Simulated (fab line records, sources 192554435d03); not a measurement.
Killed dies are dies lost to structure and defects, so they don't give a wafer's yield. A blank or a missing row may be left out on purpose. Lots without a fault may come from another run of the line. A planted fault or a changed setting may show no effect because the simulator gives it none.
fab line records | flow n5_finfet
record lots=24 wafers=72 last_day=18
route steps=1938 shown BEOL_M1@839 BEOL_M2@854
lots that met no fault: from a run of the same line without faults
start_h: hours from the record's first day to the start of the lot's first wafer shown | wait_h: hours since the lot's step before | " the same as in the row above | L1.1+2: a row that stands for several wafers | - no value, or no start given | * or withheld: withheld | < > ~ a bound
route shown NAME@n: a module of which the file shows steps, and the number in the route of the first | usual: mean/standard deviation of fault-free wafers | same: alike in all rows | chamber/n: place in a boat | sites: the reading at each site | _std_site: their standard deviation | _edge_site: outer sites' mean less inner sites' | radius_mm: how far each site lies from the wafer's centre | mask NAME#n: copy n | behind: the tool/chamber that last shaped the wafer | hold: why the lot was held/for how many hours/how that ended | device: the transistor (n, p or np) that didn't switch | end of line: the same wafers' tests at the end of the route | a step without rows: its recipe alone | killed: dies lost to structure and defects at the first sort, not the wafer's yield | map: a wafer's dies, x killed, . not, _ none there
set.NAME: the setting as run; set.NAME@STEP: as run at that earlier step | model.NAME: the simulator's own value behind a step, which no gauge read
steps of the route over a sample of lots; a table a step, a row a wafer
services: from which hour (start_h, from the record's first day; less than 0 if before it) a tool's chamber was out of use, for how many hours, and why
## steps
# step N5_BEOL_M1_RS_MEAS_58
# recipe thk_meas_gauge=four-point-probe reads=Co_of_BEOL_M1_CO_CAP_55+Cu_of_BEOL_M1_ECD_50+Co_of_BEOL_M1_CVD_47+TaN_of_BEOL_M1_ALD_84
# usual M1_RS=0.66/0.034
# columns lot.wafer tool chamber start_h wait_h M1_RS[ohm/sq]
L074.1 film_metro-01 - 127.85 0.0 0.66
L074.4 " - " " 0.64
L074.5 " - " " 0.63
L075.2 film_metro-02 - 134.33 0.1 0.67
L075.4 " - " " 0.65
L075.6 " - " " 0.63
L076.1 film_metro-02 - 144.52 0.0 0.72
L076.2 " - " " 0.70
L076.4 " - " " 0.66
L077.1 film_metro-02 - 149.86 0.0 0.74
L077.2 " - " " 0.71
L077.5 " - " " 0.69
L078.2 film_metro-01 - 159.84 0.1 0.69
L078.4 " - " " 0.63
L078.6 " - " " 0.62
L079.3 film_metro-02 - 164.31 0.1 0.67
L079.4 " - " " 0.63
L079.6 " - " " 0.63
L080.3 film_metro-01 - 168.61 0.1 0.68
L080.5 " - " " 0.65
L080.6 " - " " 0.65
L081.2 film_metro-01 - 177.57 0.1 0.67
L081.3 " - " " 0.70
L081.4 " - " " 0.62
L082.2 film_metro-02 - 186.87 0.1 0.68
L082.4 " - " " 0.63
L082.6 " - " " 0.64
L083.1 film_metro-02 - 188.23 0.0 0.67
L083.2 " - " " 0.66
L083.3 " - " " 0.62
L084.2 film_metro-01 - 197.14 0.1 0.72
L084.4 " - " " 0.63
L084.5 " - " " 0.67
L085.1 film_metro-01 - 201.81 0.0 0.67
L085.3 " - " " 0.65
L085.5 " - " " 0.63
L086.2 film_metro-02 - 209.23 0.1 0.67
L086.3 " - " " 0.62
L086.6 " - " " 0.62
L087.1 film_metro-01 - 211.00 0.0 0.63
L087.3 " - " " 0.69
L087.6 " - " " 0.61
L089.1 film_metro-01 - 220.44 0.1 0.73
L089.5 " - " " 0.68
L089.6 " - " " 0.66
L088.1 film_metro-01 - 222.51 0.0 0.66
L088.4 " - " " 0.60
L088.6 " - " " 0.61
L090.1 film_metro-02 - 227.58 0.1 0.65
L090.3 " - " " 0.66
L090.4 " - " " 0.64
L091.2 film_metro-02 - 237.03 0.1 0.73
L091.5 " - " " 0.68
L091.6 " - " " 0.66
L092.1 film_metro-01 - 243.64 0.1 0.63
L092.2 " - " " 0.66
L092.4 " - " " 0.64
L093.1 film_metro-02 - 245.07 0.0 0.64
L093.3 " - " " 0.66
L093.4 " - " " 0.65
L094.1 film_metro-02 - 248.54 0.0 0.63
L094.5 " - " " 0.66
L094.6 " - " " 0.62
L095.3 film_metro-01 - 251.63 0.1 0.68
L095.4 " - " " 0.66
L095.6 " - " " 0.65
L096.1 film_metro-02 - 267.69 0.0 0.71
L096.4 " - " " 0.65
L096.5 " - " " 0.67
L097.1 film_metro-02 - 283.05 0.0 0.73
L097.3 " - " " 0.76
L097.5 " - " " 0.69
# step N5_BEOL_M2_CD_MEAS_11
# recipe target_cd_nm=16.79 landing_energy_ev=500 detector=se_inlens polarity=opening
# usual cd_nm=16.80/0.23
# columns lot.wafer tool chamber start_h wait_h cd_nm
L074.1 cd_sem-01 0 130.76 - 17.34
L074.4 " 0 " " 16.82
L074.5 " 0 " " 16.43
L075.2 cd_sem-02 0 135.69 - 16.62
L075.4 " 0 " " 16.73
L075.6 " 0 " " 16.90
L076.1 cd_sem-02 0 145.14 - 16.43
L076.2 " 0 " " 16.90
L076.4 " 0 " " 17.02
L077.1 cd_sem-02 0 151.63 - 16.39
L077.2 " 0 " " 16.92
L077.5 " 0 " " 16.98
L078.2 cd_sem-03 0 160.80 - 16.90
L078.4 " 0 " " 17.09
L078.6 " 0 " " 17.13
L079.3 cd_sem-03 0 165.08 - 16.96
L079.4 " 0 " " 16.65
L079.6 " 0 " " 16.81
L080.3 cd_sem-01 0 171.01 - 16.49
L080.5 " 0 " " 16.67
L080.6 " 0 " " 16.36
L081.2 cd_sem-01 0 179.58 - 16.53
L081.3 " 0 " " 16.85
L081.4 " 0 " " 16.97
L082.2 cd_sem-01 0 188.53 - 16.66
L082.4 " 0 " " 16.68
L082.6 " 0 " " 16.54
L083.1 cd_sem-02 0 189.91 - 16.93
L083.2 " 0 " " 16.55
L083.3 " 0 " " 16.85
L084.2 cd_sem-03 0 198.76 - 16.87
L084.4 " 0 " " 16.93
L084.5 " 0 " " 16.79
L085.1 cd_sem-03 0 204.18 - 16.68
L085.3 " 0 " " 16.72
L085.5 " 0 " " 16.88
L086.2 cd_sem-01 0 210.26 - 16.87
L086.3 " 0 " " 16.94
L086.6 " 0 " " 16.91
L087.1 cd_sem-03 0 211.63 - 17.19
L087.3 " 0 " " 16.82
L087.6 " 0 " " 17.18
L089.1 cd_sem-02 0 221.06 - 16.79
L089.5 " 0 " " 16.41
L089.6 " 0 " " 16.75
L088.1 cd_sem-01 0 223.29 - 16.70
L088.4 " 0 " " 16.77
L088.6 " 0 " " 16.51
L090.1 cd_sem-03 0 228.54 - 16.69
L090.3 " 0 " " 16.98
L090.4 " 0 " " 16.61
L091.2 cd_sem-03 0 240.05 - 16.57
L091.5 " 0 " " 17.11
L091.6 " 0 " " 16.82
L092.1 cd_sem-02 0 244.30 - 16.93
L092.2 " 0 " " 17.17
L092.4 " 0 " " 17.15
L093.1 cd_sem-03 0 247.16 - 16.74
L093.3 " 0 " " 16.61
L093.4 " 0 " " 16.46
L094.1 cd_sem-02 0 251.16 - 16.70
L094.5 " 0 " " 16.49
L094.6 " 0 " " 16.84
L095.3 cd_sem-01 0 252.69 - 16.71
L095.4 " 0 " " 16.63
L095.6 " 0 " " 17.17
L096.1 cd_sem-03 0 269.46 - 17.00
L096.4 " 0 " " 17.12
L096.5 " 0 " " 16.96
L097.1 cd_sem-02 0 284.14 - 16.67
L097.3 " 0 " " 16.97
L097.5 " 0 " " 16.80
# step N5_BEOL_M2_DESCUM_33
# recipe chemistry=O2 time_s=7 source_power_w=50 bias_power_w=20 pressure_mtorr=20 rf_frequency_hz=2.712e+07 temp_c=40 resist=CAR-EUV o2_flow_sccm=225
# usual drypump_motor_current_A=5.6/0.45 oes_product_au=0.82/0.078 rf_vpp_V=243.3/1.5 showerhead_plenum_p_Torr=2.11/0.081 throttle_valve_pct=20.42/0.24
# columns lot.wafer tool chamber start_h wait_h drypump_motor_current_A oes_product_au rf_hours_counter_h rf_vpp_V showerhead_plenum_p_Torr throttle_valve_pct
L074.1 rie_diel-01 2 132.06 0.0 5.3 0.79 100 242.9 2.03 20.26
L074.4 " 0 " " 6.2 0.70 210 240.9 2.07 20.80
L074.5 " 1 " " 5.6 0.70 - 244.0 2.07 20.56
L075.2 rie_diel-06 1 136.69 0.0 6.2 0.89 28 245.4 2.23 20.52
L075.4 " 0 " " 4.8 0.85 51 245.0 2.22 20.55
L075.6 " 2 " " 5.8 0.72 - 243.2 2.08 20.64
L076.1 rie_diel-01 3 146.64 0.0 5.3 0.81 86 241.3 2.03 20.04
L076.2 " 0 " " 6.2 0.70 215 241.8 2.07 20.80
L076.4 " 2 " " 5.3 0.78 104 242.8 2.03 20.28
L077.1 rie_diel-05 3 153.03 0.0 5.0 0.91 18 246.6 2.23 20.21
L077.2 " 2 " " 5.6 0.87 59 242.0 2.03 20.55
L077.5 " 3 " " 5.0 0.91 - 245.3 2.23 20.22
L078.2 rie_diel-06 1 162.24 0.1 6.2 0.86 36 245.7 2.23 20.54
L078.4 " 3 " " 5.7 0.69 231 244.2 2.16 20.90
L078.6 " 3 " " 5.7 0.68 - 244.1 2.16 20.90
L079.3 rie_diel-05 3 166.18 0.0 4.9 0.90 23 245.6 2.22 20.23
L079.4 " 0 " " 5.5 0.88 34 242.2 2.04 20.13
L079.6 " 1 " " 6.1 0.92 - 243.7 2.14 20.16
L080.3 rie_diel-05 2 172.15 0.0 5.6 0.86 66 244.1 2.02 20.56
L080.5 " 2 " " 5.6 0.87 - 240.3 2.02 20.56
L080.6 " 1 " " 6.1 0.92 - 244.2 2.14 20.14
L081.2 rie_diel-06 0 180.99 0.3 4.8 0.84 62 244.5 2.21 20.59
L081.3 " 2 " " 5.8 0.71 214 241.5 2.07 20.66
L081.4 " 1 " " 6.2 0.87 42 244.1 2.23 20.54
L082.2 rie_diel-05 1 189.68 0.1 6.1 0.90 23 244.6 2.14 20.15
L082.4 " 3 " " 5.0 0.89 31 244.5 2.22 20.24
L082.6 " 3 " " 5.0 0.88 - 243.9 2.22 20.25
L083.1 rie_diel-06 1 191.21 0.1 6.3 0.87 44 246.2 2.23 20.53
L083.2 " 0 " " 4.8 0.84 64 244.5 2.21 20.56
L083.3 " 3 " " 5.7 0.68 241 243.4 2.16 20.91
L084.2 rie_diel-01 1 199.89 0.0 5.6 0.69 233 242.6 2.07 20.56
L084.4 " 0 " " 6.2 0.69 233 241.8 2.07 20.83
L084.5 " 3 " " 5.3 0.79 - 240.2 2.02 20.06
L085.1 rie_diel-01 2 205.19 0.0 5.3 0.76 125 240.6 2.02 20.32
L085.3 " 1 " " 5.6 0.68 234 241.7 2.06 20.57
L085.5 " 0 " " 6.2 0.69 - 242.7 2.06 20.83
L086.2 rie_diel-01 3 211.26 0.0 5.4 0.78 107 240.8 2.02 20.05
L086.3 " 2 " " 5.3 0.77 126 241.1 2.02 20.30
L086.6 " 0 " " 6.2 0.68 - 242.1 2.06 20.84
L087.1 rie_diel-05 1 212.76 0.0 6.1 0.89 30 244.1 2.14 20.17
L087.3 " 2 " " 5.7 0.84 80 241.5 2.02 20.57
L087.6 " 3 " " 5.0 0.87 - 244.9 2.22 20.26
L089.1 rie_diel-01 1 222.40 0.0 5.7 0.69 240 242.5 2.06 20.57
L089.5 " 2 " " 5.2 0.76 - 241.8 2.02 20.33
L089.6 " 3 " " 5.4 0.79 - 242.3 2.02 20.05
L088.1 rie_diel-06 1 224.29 0.0 6.2 0.84 56 245.0 2.22 20.56
L088.4 " 0 " " 4.8 0.82 - 246.1 2.21 20.60
L088.6 " 1 " " 6.2 0.85 - 243.8 2.22 20.56
L090.1 rie_diel-05 1 229.54 0.0 6.1 0.88 35 243.3 2.14 20.16
L090.3 " 2 " " 5.7 0.84 86 241.0 2.02 20.56
L090.4 " 0 " " 5.5 0.85 55 241.6 2.03 20.15
L091.2 rie_diel-05 3 241.11 0.0 5.0 0.86 49 244.6 2.22 20.26
L091.5 " 3 " " 5.0 0.86 - 244.2 2.22 20.26
L091.6 " 2 " " 5.6 0.83 - 241.9 2.01 20.61
L092.1 rie_diel-06 1 245.42 0.0 6.2 0.83 65 245.0 2.22 20.56
L092.2 " 2 " " 5.8 0.69 236 242.9 2.07 20.69
L092.4 " 3 " " 5.7 0.97 1 243.6 2.15 20.53
L093.1 rie_diel-05 0 248.16 0.0 5.5 0.84 60 242.9 2.03 20.17
L093.3 " 3 " " 5.0 0.86 50 244.2 2.21 20.27
L093.4 " 1 " " 6.1 0.86 41 243.6 2.13 20.17
L094.1 rie_diel-06 1 253.31 1.0 6.2 0.83 68 245.0 2.22 20.59
L094.5 " 1 " " 6.3 0.83 - 246.3 2.22 20.58
L094.6 " 3 " " 5.7 0.95 - 244.0 2.15 20.54
L095.3 rie_diel-06 1 255.55 0.1 6.2 0.83 - 243.2 2.22 20.58
L095.4 " 3 " " 5.7 0.95 - 245.7 2.15 20.53
L095.6 " 3 " " 5.7 0.94 - 243.9 2.15 20.53
L096.1 rie_diel-01 3 270.67 0.1 5.3 0.77 132 241.4 2.01 20.10
L096.4 " 2 " " 5.3 0.75 - 242.4 2.01 20.34
L096.5 " 3 " " 5.4 0.76 - 241.0 2.01 20.10
L097.1 rie_diel-05 2 285.28 0.1 5.7 0.82 107 241.5 2.01 20.62
L097.3 " 3 " " 5.0 0.83 65 244.4 2.21 20.30
L097.5 " 0 " " 5.5 0.82 - 242.3 2.02 20.19
# step N5_BEOL_M2_ALD_98
# recipe material=SiO2 target_thk_a=25 temp_c=100 ald_precursor_family=BDEAS ald_co_reactant=O2-plasma pulse_time_s=1 co_reactant_pulse_time_s=1 purge_time_s=2 co_reactant_purge_time_s=2 ald_cycles=17 pressure_torr=2
# usual heater_power_w=78/7.1 precursor_pulse_height_rel=1.000/0.021
# same co_reactant_purge_time_s=2
# columns lot.wafer tool chamber start_h wait_h heater_power_w precursor_pulse_height_rel
L074.1 ald_sin-03 0 132.27 0.1 82 1.008
L074.4 " 1 " " 83 1.020
L074.5 " 2 " " 71 0.966
L075.2 ald_sin-03 1 136.99 0.2 84 1.003
L075.4 " 2 " " 71 1.001
L075.6 " 3 " " 86 1.005
L076.1 ald_sin-02 3 146.96 0.2 76 1.018
L076.2 " 1 " " 79 1.017
L076.4 " 2 " " 68 1.008
L077.1 ald_sin-01 1 153.17 0.1 90 1.011
L077.2 " 0 " " 76 1.032
L077.5 " 1 " " 90 1.017
L078.2 ald_sin-01 2 163.35 1.0 81 1.026
L078.4 " 0 " " 77 1.016
L078.6 " 2 " " 80 1.019
L079.3 ald_sin-02 3 166.59 0.3 78 0.980
L079.4 " 0 " " 71 0.986
L079.6 " 0 " " 70 1.030
L080.3 ald_sin-03 2 172.28 0.1 71 0.997
L080.5 " 1 " " 85 1.040
L080.6 " 2 " " 71 1.000
L081.2 ald_sin-01 3 181.12 0.1 67 1.026
L081.3 " 2 " " 79 1.013
L081.4 " 1 " " 90 1.014
L082.2 ald_sin-03 2 189.95 0.2 72 1.017
L082.4 " 3 " " 87 1.020
L082.6 " 2 " " 72 1.006
L083.1 ald_sin-01 2 191.42 0.1 82 0.990
L083.2 " 1 " " 90 0.994
L083.3 " 3 " " 67 0.981
L084.2 ald_sin-03 1 200.09 0.1 83 0.993
L084.4 " 2 " " 72 1.003
L084.5 " 1 " " 84 0.958
L085.1 ald_sin-01 3 205.32 0.1 69 1.000
L085.3 " 2 " " 82 0.995
L085.5 " 0 " " 77 0.965
L086.2 ald_sin-03 2 211.40 0.1 70 1.022
L086.3 " 0 " " 84 1.012
L086.6 " 0 " " 86 1.017
L087.1 ald_sin-03 0 212.95 0.1 85 1.006
L087.3 " 1 " " 86 0.988
L087.6 " 1 " " 84 0.995
L089.1 ald_sin-02 1 222.74 0.3 81 1.003
L089.5 " 2 " " 71 1.023
L089.6 " 1 " " 80 1.045
L088.1 ald_sin-03 3 224.72 0.4 90 1.020
L088.4 " 2 " " 71 1.055
L088.6 " 1 " " 85 0.986
L090.1 ald_sin-01 0 229.99 0.4 74 1.021
L090.3 " 3 " " 68 1.043
L090.4 " 2 " " 81 0.985
L091.2 ald_sin-03 3 242.78 1.6 87 1.019
L091.5 " 2 " " 69 1.009
L091.6 " 3 " " 86 1.045
L092.1 ald_sin-03 3 246.99 1.5 87 1.008
L092.2 " 0 " " 85 0.982
L092.4 " 1 " " 86 1.021
L093.1 ald_sin-02 0 248.46 0.2 71 0.980
L093.3 " 2 " " 72 1.004
L093.4 " 3 " " 79 1.005
L094.1 ald_sin-02 3 253.49 0.1 76 0.971
L094.5 " 1 " " 82 1.017
L094.6 " 0 " " 70 1.007
L095.3 ald_sin-02 0 255.93 0.3 70 0.990
L095.4 " 3 " " 78 1.004
L095.6 " 1 " " 82 0.967
L096.1 ald_sin-01 3 270.80 0.1 68 0.963
L096.4 " 0 " " 76 0.963
L096.5 " 2 " " 79 1.019
L097.1 ald_sin-02 2 285.42 0.1 71 0.983
L097.3 " 0 " " 71 0.974
L097.5 " 1 " " 78 1.008
# step N5_BEOL_M2_ETCHBACK_99
# recipe chemistry=CHF3 target=SiO2 target_depth_a=50 time_s=10.4 source_w=215 bias_w=47 Ar_flow_sccm=200 CHF3_flow_sccm=12 ion_energy_ev=100 pressure_mtorr=30
# usual drypump_motor_current_A=5.6/0.39 mfc_ar_sccm=200.0/0.59 oes_product_au=0.79/0.083 rf_vpp_V=239.8/2.1 showerhead_plenum_p_Torr=2.14/0.074 throttle_valve_pct=17.05/0.27
# columns lot.wafer tool chamber start_h wait_h drypump_motor_current_A mfc_ar_sccm oes_product_au rf_hours_counter_h rf_vpp_V showerhead_plenum_p_Torr throttle_valve_pct
L074.1 rie_diel-05 3 139.14 6.8 5.0 199.8 0.93 13 245.6 2.30 16.89
L074.4 " 2 " " 5.6 200.5 0.89 53 238.8 2.09 17.22
L074.5 " 0 " " 5.5 200.0 0.89 - 240.4 2.11 16.77
L075.2 rie_diel-06 0 139.80 2.8 4.8 200.4 0.87 51 242.2 2.27 17.17
L075.4 " 1 " " 6.2 200.1 0.89 28 239.0 2.30 17.11
L075.6 " 0 " " 4.8 200.7 0.87 - 241.0 2.27 17.16
L076.1 rie_diel-01 2 148.20 1.2 5.3 199.3 0.78 105 237.5 2.07 16.79
L076.2 " 1 " " 5.6 199.1 0.69 214 240.4 2.14 17.25
L076.4 " 0 " " 6.2 199.9 0.70 215 236.3 2.14 17.50
L077.1 rie_diel-05 1 153.38 0.2 6.1 200.4 0.95 10 239.0 2.19 16.69
L077.2 " 3 " " 5.0 199.5 0.91 19 245.2 2.29 16.90
L077.5 " 2 " " 5.6 199.0 0.88 - 237.5 2.09 17.23
L078.2 rie_diel-06 0 163.56 0.2 4.8 199.6 0.87 56 240.1 2.27 17.18
L078.4 " 2 " " 5.8 200.2 0.72 209 236.0 2.13 17.28
L078.6 " 1 " " 6.2 199.3 0.88 - 237.6 2.29 17.11
L079.3 rie_diel-05 0 166.71 0.1 5.5 200.1 0.88 34 238.8 2.11 16.79
L079.4 " 2 " " 5.6 200.7 0.87 63 237.4 2.09 17.24
L079.6 " 1 " " 6.1 200.3 0.93 - 239.8 2.19 16.70
L080.3 rie_diel-01 1 172.40 0.1 5.7 199.7 0.69 223 239.8 2.13 17.26
L080.5 " 1 " " 5.6 200.8 0.68 - 239.2 2.13 17.24
L080.6 " 2 " " 5.2 199.7 0.78 - 238.4 2.07 16.80
L081.2 rie_diel-01 1 181.25 0.1 5.6 200.4 0.70 225 240.8 2.13 17.25
L081.3 " 2 " " 5.2 199.4 0.77 117 238.1 2.07 16.80
L081.4 " 0 " " 6.2 200.6 0.70 225 238.4 2.13 17.52
L082.2 rie_diel-01 1 190.07 0.1 5.7 200.6 0.68 229 241.4 2.13 17.26
L082.4 " 2 " " 5.3 200.1 0.77 120 238.6 2.07 16.83
L082.6 " 1 " " 5.6 201.0 0.68 - 239.1 2.13 17.26
L083.1 rie_diel-05 0 191.66 0.2 5.5 199.7 0.87 42 240.0 2.10 16.81
L083.2 " 2 " " 5.7 199.9 0.86 73 239.4 2.09 17.24
L083.3 " 3 " " 5.0 200.9 0.88 31 241.4 2.29 16.93
L084.2 rie_diel-01 0 200.23 0.1 6.2 199.8 0.69 233 238.4 2.13 17.52
L084.4 " 3 " " 5.3 199.6 0.80 104 241.6 2.08 16.70
L084.5 " 1 " " 5.6 200.4 0.69 - 240.2 2.13 17.26
L085.1 rie_diel-01 0 206.04 0.7 6.1 200.2 0.69 235 238.3 2.13 17.53
L085.3 " 1 " " 5.6 201.4 0.68 234 239.9 2.13 17.26
L085.5 " 0 " " 6.2 200.2 0.68 - 236.8 2.13 17.54
L086.2 rie_diel-01 0 211.52 0.1 6.2 200.5 0.68 237 238.2 2.13 17.55
L086.3 " 3 " " 5.3 199.6 0.80 107 241.3 2.08 16.72
L086.6 " 0 " " 6.2 199.7 0.69 - 236.4 2.13 17.54
L087.1 rie_diel-01 3 213.36 0.4 5.4 200.2 0.79 108 240.7 2.08 16.74
L087.3 " 2 " " 5.3 199.4 0.77 126 237.1 2.06 16.84
L087.6 " 0 " " 6.2 200.0 0.69 - 238.6 2.13 17.53
L089.1 rie_diel-06 2 224.83 2.1 5.8 199.4 0.70 227 235.4 2.12 17.31
L089.5 " 2 " " 5.8 199.6 0.70 - 237.9 2.12 17.31
L089.6 " 0 " " 4.8 199.3 0.82 - 241.4 2.26 17.19
L088.1 rie_diel-05 0 229.74 5.0 5.5 200.4 0.85 55 238.9 2.10 16.83
L088.4 " 2 " " 5.6 199.3 0.84 86 238.0 2.08 17.27
L088.6 " 3 " " 5.0 200.0 0.86 - 244.6 2.28 16.95
L090.1 rie_diel-05 3 232.24 2.2 5.0 199.7 0.85 46 244.6 2.28 16.95
L090.3 " 2 " " 5.6 200.7 0.84 87 238.7 2.08 17.28
L090.4 " 1 " " 6.1 200.1 0.88 36 239.4 2.18 16.72
L093.1 rie_diel-01 2 250.36 1.9 5.3 200.8 0.76 140 239.6 2.06 16.87
L093.3 " 3 " " 5.3 199.1 0.78 122 239.9 2.08 16.76
L093.4 " 2 " " 5.3 199.9 0.76 - 238.0 2.06 16.86
L091.2 rie_diel-01 2 252.16 9.3 5.3 200.4 0.76 142 237.9 2.06 16.86
L091.5 " 1 " " 5.6 199.4 0.68 - 239.7 2.12 17.30
L091.6 " 2 " " 5.3 199.8 0.76 - 237.3 2.06 16.87
L092.1 rie_diel-06 3 254.34 7.3 5.7 200.2 0.96 5 242.4 2.21 17.10
L092.2 " 1 " " 6.2 200.9 0.82 69 236.8 2.28 17.19
L092.4 " 3 " " 5.7 200.9 0.95 - 242.3 2.21 17.08
L094.1 rie_diel-01 1 255.79 2.2 5.7 200.4 0.67 254 239.6 2.12 17.29
L094.5 " 1 " " 5.6 199.9 0.67 - 239.4 2.12 17.32
L094.6 " 2 " " 5.3 201.1 0.75 - 236.4 2.06 16.87
L095.3 rie_diel-01 2 259.04 3.1 5.2 200.2 0.76 146 238.2 2.06 16.88
L095.4 " 1 " " 5.6 198.9 0.68 - 240.2 2.12 17.32
L095.6 " 3 " " 5.3 199.5 0.78 - 242.0 2.07 16.76
L096.1 rie_diel-05 0 274.67 3.8 5.5 200.9 0.82 70 240.1 2.09 16.87
L096.4 " 3 " " 5.0 200.6 0.83 61 244.8 2.28 16.97
L096.5 " 1 " " 6.1 199.9 0.86 - 239.6 2.18 16.77
L097.1 rie_diel-05 0 297.37 11.9 5.5 200.4 0.81 78 239.7 2.09 16.85
L097.3 " 2 " " 5.7 200.1 0.82 110 237.3 2.07 17.33
L097.5 " 1 " " 6.1 200.1 0.85 - 238.7 2.17 16.78
# step N5_BEOL_M2_STRIP_97
# recipe chemistry=N2/H2 time_s=10 power_w=450 temp_c=40 pressure_mtorr=20 rf_frequency_hz=6e+07 bias_power_w=7 n2_flow_sccm=200 h2_flow_sccm=200
# usual drypump_motor_current_A=5.6/0.4 oes_product_au=0.79/0.082 rf_vpp_V=59.2/0.82 showerhead_plenum_p_Torr=2.52/0.087 throttle_valve_pct=23.63/0.24
# columns lot.wafer tool chamber start_h wait_h drypump_motor_current_A oes_product_au rf_hours_counter_h rf_vpp_V showerhead_plenum_p_Torr throttle_valve_pct
L074.1 rie_diel-05 3 - - 5.0 0.93 13 61.0 2.70 23.14
L074.4 " 2 " " 5.7 0.89 53 60.1 2.47 23.78
L074.5 " 0 " " 5.5 0.91 - 60.1 2.48 23.37
L075.2 rie_diel-06 0 - - 4.8 0.86 51 58.4 2.68 23.53
L075.4 " 1 " " 6.2 0.89 28 60.9 2.70 23.84
L075.6 " 0 " " 4.8 0.85 - 60.1 2.68 23.56
L076.1 rie_diel-01 2 - - 5.3 0.79 105 58.4 2.45 23.69
L076.2 " 1 " " 5.7 0.71 214 59.9 2.50 23.72
L076.4 " 0 " " 6.2 0.70 215 58.6 2.52 24.04
L077.1 rie_diel-05 1 - - 6.1 0.94 10 58.8 2.59 23.36
L077.2 " 3 " " 5.0 0.91 19 59.6 2.70 23.15
L077.5 " 2 " " 5.7 0.87 - 57.8 2.47 23.79
L078.2 rie_diel-06 0 - - 4.8 0.84 56 59.6 2.68 23.55
L078.4 " 2 " " 5.8 0.71 209 57.9 2.51 23.74
L078.6 " 1 " " 6.2 0.87 - 59.1 2.70 23.86
L079.3 rie_diel-05 0 - - 5.5 0.87 34 59.5 2.48 23.38
L079.4 " 2 " " 5.7 0.86 64 59.8 2.46 23.79
L079.6 " 1 " " 6.1 0.93 - 59.4 2.59 23.38
L080.3 rie_diel-01 1 - - 5.6 0.69 223 60.4 2.50 23.72
L080.5 " 1 " " 5.7 0.69 - 61.3 2.50 23.73
L080.6 " 2 " " 5.3 0.78 - 59.3 2.45 23.72
L081.2 rie_diel-01 1 - - 5.6 0.69 225 58.3 2.50 23.75
L081.3 " 2 " " 5.3 0.77 117 58.2 2.45 23.71
L081.4 " 0 " " 6.2 0.69 226 58.5 2.52 24.05
L082.2 rie_diel-01 1 - - 5.6 0.69 229 60.5 2.50 23.75
L082.4 " 2 " " 5.3 0.77 120 58.9 2.44 23.74
L082.6 " 1 " " 5.7 0.69 - 59.0 2.50 23.74
L083.1 rie_diel-05 0 - - 5.5 0.86 42 58.5 2.47 23.41
L083.2 " 2 " " 5.7 0.86 74 59.5 2.46 23.80
L083.3 " 3 " " 5.0 0.89 31 59.2 2.70 23.17
L084.2 rie_diel-01 0 - - 6.2 0.69 233 58.5 2.51 24.06
L084.4 " 3 " " 5.4 0.80 105 59.5 2.45 23.39
L084.5 " 1 " " 5.7 0.70 - 59.3 2.50 23.76
L085.1 rie_diel-01 0 - - 6.2 0.69 235 59.6 2.51 24.07
L085.3 " 1 " " 5.7 0.68 234 59.8 2.50 23.77
L085.5 " 0 " " 6.2 0.69 - 59.6 2.51 24.07
L086.2 rie_diel-01 0 - - 6.2 0.69 237 59.0 2.51 24.08
L086.3 " 3 " " 5.3 0.79 108 59.1 2.45 23.41
L086.6 " 0 " " 6.2 0.70 - 58.8 2.51 24.06
L087.1 rie_diel-01 3 - - 5.3 0.79 108 60.4 2.45 23.43
L087.3 " 2 " " 5.3 0.76 127 58.1 2.44 23.71
L087.6 " 0 " " 6.2 0.69 - 59.4 2.51 24.06
L089.1 rie_diel-06 2 - - 5.8 0.70 228 60.6 2.51 23.75
L089.5 " 2 " " 5.8 0.70 - 59.4 2.51 23.74
L089.6 " 0 " " 4.8 0.83 - 58.9 2.67 23.57
L088.1 rie_diel-05 0 - - 5.5 0.85 55 59.6 2.47 23.43
L088.4 " 2 " " 5.7 0.85 86 60.8 2.45 23.81
L088.6 " 3 " " 5.0 0.87 - 60.1 2.69 23.19
L090.1 rie_diel-05 3 - - 5.0 0.86 46 59.3 2.69 23.20
L090.3 " 2 " " 5.7 0.84 87 58.4 2.45 23.81
L090.4 " 1 " " 6.1 0.88 36 60.2 2.58 23.39
L093.1 rie_diel-01 2 - - 5.3 0.76 141 58.7 2.44 23.74
L093.3 " 3 " " 5.3 0.77 123 59.0 2.44 23.43
L093.4 " 2 " " 5.3 0.75 - 59.6 2.44 23.74
L091.2 rie_diel-01 2 - - 5.3 0.75 142 58.2 2.44 23.76
L091.5 " 1 " " 5.6 0.68 - 58.7 2.49 23.77
L091.6 " 2 " " 5.3 0.75 - 58.7 2.44 23.72
L092.1 rie_diel-06 3 - - 5.7 0.95 6 59.3 2.60 23.57
L092.2 " 1 " " 6.3 0.83 69 60.1 2.69 23.89
L092.4 " 3 " " 5.7 0.95 - 60.4 2.60 23.59
L094.1 rie_diel-01 1 - - 5.6 0.67 254 58.2 2.49 23.76
L094.5 " 1 " " 5.7 0.67 - 58.0 2.49 23.79
L094.6 " 2 " " 5.3 0.75 - 59.2 2.43 23.74
L095.3 rie_diel-01 2 - - 5.3 0.75 147 60.5 2.43 23.76
L095.4 " 1 " " 5.7 0.67 - 59.5 2.49 23.78
L095.6 " 3 " " 5.4 0.78 - 58.9 2.44 23.44
L096.1 rie_diel-05 0 - - 5.4 0.83 71 59.7 2.46 23.43
L096.4 " 3 " " 5.0 0.84 61 59.7 2.68 23.21
L096.5 " 1 " " 6.1 0.85 - 59.3 2.57 23.42
L097.1 rie_diel-05 0 - - 5.5 0.82 78 57.6 2.46 23.43
L097.3 " 2 " " 5.7 0.81 110 58.2 2.44 23.84
L097.5 " 1 " " 6.1 0.84 - 59.0 2.57 23.43
## services
# columns tool chamber start_h hours kind
ald_sin-03 - 143.78 28.1 pm
rie_diel-06 0 149.96 9.6 repair
rie_diel-06 - 186.01 2.8 pm
ald_sin-01 - 186.80 0.8 pm
ald_sin-03 - 187.19 2.6 repair
rie_diel-06 2 193.07 5.0 repair
ald_sin-01 0 196.32 3.0 repair
ald_sin-03 0 199.37 8.0 repair
rie_diel-06 3 217.63 - clean
rie_diel-06 3 217.63 - consumable_replace:focus_ring
ald_sin-01 - 239.76 6.1 pm
ald_sin-03 1 244.08 2.7 repair
ald_sin-01 - 245.87 2.8 pm
rie_diel-01 0 246.77 - clean
rie_diel-01 0 246.77 - consumable_replace:focus_ring
rie_diel-01 0 246.77 17.1 scheduled_down
rie_diel-01 0 246.77 17.1 vent_cycle
rie_diel-06 0 248.46 12.2 repair
rie_diel-06 2 253.30 11.7 repair
rie_diel-01 1 263.83 - clean
rie_diel-01 1 263.83 - consumable_replace:focus_ring
rie_diel-01 1 263.83 23.1 scheduled_down
rie_diel-01 1 263.83 23.1 vent_cycle
ald_sin-02 - 269.45 14.0 pm
## key
fault none
